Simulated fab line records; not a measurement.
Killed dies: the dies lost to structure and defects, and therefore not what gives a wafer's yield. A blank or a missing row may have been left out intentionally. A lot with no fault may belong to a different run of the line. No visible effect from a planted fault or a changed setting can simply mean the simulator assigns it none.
Struck lot and sound lot, side by side -- flow n5-finfet -- 16 out of 1938 route steps
Sound: wafers L663.2, L663.4, L663.6. Wafers struck: L678.4, L678.5, L678.6. Last of all comes the cause.
Per side, at each step with rows, come the tool, then ch with its chambers, and then its first start. Under that, the readings that differ: sound wafers -- struck wafers -- difference of the means -- sigmas: that difference in standard deviations of wafers without a fault.
alike: a reading whose means differ by less than 2 such deviations, as well as words and numbers matching on both sides. not compared: withheld readings; readings where some wafer has no value; bounds like >300 that might hide an equal value; numbers whose values overlap and for which the record gives no deviation.
The two part at a step that has a row with sigmas, a row that says differs or no value, or rows on one side only. Numbers that have no deviation but don't overlap get no sigmas and don't part them. Lack of a reading on every wafer of one side parts them only where that side has two or more wafers.

N5_MOL_CONTACT_COAG_OVL_MEAS_41:
  sound on overlay-02 ch 0, day 6 17:46; struck on overlay-01 ch 0, day 10 08:33
  alike: VD_OVL
N5_MOL_CONTACT_COAG_INSPECT_42: inspects for defects (brightfield).
  struck on defect-inspect-02, day 10 08:35; sound on defect-inspect-02, day 6 17:49
reading,sound,struck,difference,sigmas
raw-defect-count,86 155 152,255 226 261,+116,+2
N5_MOL_CONTACT_COAG_DESCUM_45: chemistry O2, time 7 s.
  sound on rie-diel-02 ch 0,1,2, day 6 18:06; struck on rie-diel-06 ch 0,1,2, day 10 08:59
  alike: drypump-motor-current-A, oes-product-au, rf-vpp-V, showerhead-plenum-p-Torr, throttle-valve-pct
  not compared: rf-hours-counter-h
then, 2 steps without rows for these wafers: N5_MOL_CONTACT_COAG_ETCH_65 (etches underlayer in N2/H2, target depth 13 nm, time 10.4 s); N5_MOL_CONTACT_COAG_ETCH_66 (etches SiARC in CF4, target depth 13 nm, time 21.7 s).
N5_MOL_CONTACT_COAG_ALD_133: deposits SiO2, target thk 5 nm, pulse time 1 s, co reactant pulse time 1 s.
  sound on ald-sin-02 ch 1,2, day 6 18:14; struck on ald-sin-02 ch 1,2, day 10 09:06
  alike: chamber-pressure-Torr, heater-power-w, precursor-pulse-height-rel
N5_MOL_CONTACT_COAG_ETCHBACK_134: etches SiO2 in CHF3, target depth 10 nm, time 6.7 s.
  sound on rie-diel-02 ch 0,2,3, day 6 18:25; struck on rie-diel-05 ch 1,2,3, day 10 09:23
  alike: drypump-motor-current-A, mfc-ar-sccm, oes-product-au, rf-vpp-V, showerhead-plenum-p-Torr, throttle-valve-pct
  not compared: rf-hours-counter-h
then, 3 steps without rows for these wafers: N5_MOL_CONTACT_COAG_ETCH_67 (etches SOC in N2/H2, target depth 60 nm, overetch 21 nm, time 101.2 s); N5_MOL_CONTACT_COAG_STRIP_68 (strips in N2/H2); N5_MOL_CONTACT_COAG_STRIP_69 (strips in N2/H2).
N5_MOL_CONTACT_COAG_ETCHBACK_136: etches SiO2 in CHF3, target depth 25 nm, time 16.7 s.
  sound on rie-diel-02 ch 0,2,3, day 6 18:32; struck on rie-diel-05 ch 1,2,3, day 10 09:31
  alike: drypump-motor-current-A, mfc-ar-sccm, oes-product-au, rf-vpp-V, showerhead-plenum-p-Torr, throttle-valve-pct
  not compared: rf-hours-counter-h
then, 1 step without rows for these wafers: N5_MOL_CONTACT_COAG_STRIP_120 (strips in CHF3).
N5_MOL_CONTACT_COAG_VIA_ETCH_117: etches SiO2 in C4F6/O2, target depth 40 nm, overetch 8 nm, time 26 s.
  sound on rie-diel-02 ch 0,2,3, day 6 18:34; struck on rie-diel-05 ch 1,2,3, day 10 09:33
reading,sound,struck,difference,sigmas
bias-w (W),454.7 455.9 453.4,429.7 428.8 433.3,-24.1,-19
  alike: drypump-motor-current-A, mfc-ar-sccm, oes-product-au, rf-vpp-V, showerhead-plenum-p-Torr, throttle-valve-pct
  not compared: rf-hours-counter-h
N5_MOL_CONTACT_COAG_ETCH_124: etches SiNx in CH3F/O2, stops on SiOC, target depth 6.5 nm.
  sound on rie-diel-02 ch 0,2,3, day 6 18:36; struck on rie-diel-05 ch 1,2,3, day 10 09:35
  alike: bias-w, drypump-motor-current-A, mfc-ar-sccm, oes-product-au, rf-vpp-V, showerhead-plenum-p-Torr, throttle-valve-pct
  not compared: rf-hours-counter-h
-- the record jumps here: 2 days lie between the struck wafers' starts before and after (it left off in module MOL_CONTACT_COAG and takes up again in module BEOL_M4, whose first step shown is number 1111 of the route) --
N5_BEOL_M4_RC_MEAS_101:
  sound on prober-02 ch 0, day 9 07:52; struck on prober-01 ch 0, day 12 19:50
  alike: DIBL_N, DIBL_P, IOFF_N, IOFF_P, ION_N, ION_P, SS_N, SS_P, VT_N, VT_P
N5_PASSIVATION_PROBE_49:
  the record has rows for the sound wafers here (prober-01, day 13 10:46) and none for the struck ones

WHERE THEY PART
Earliest at N5_MOL_CONTACT_COAG_INSPECT_42; latest, in this record, at N5_PASSIVATION_PROBE_49.

WHY: the cause the simulator had injected
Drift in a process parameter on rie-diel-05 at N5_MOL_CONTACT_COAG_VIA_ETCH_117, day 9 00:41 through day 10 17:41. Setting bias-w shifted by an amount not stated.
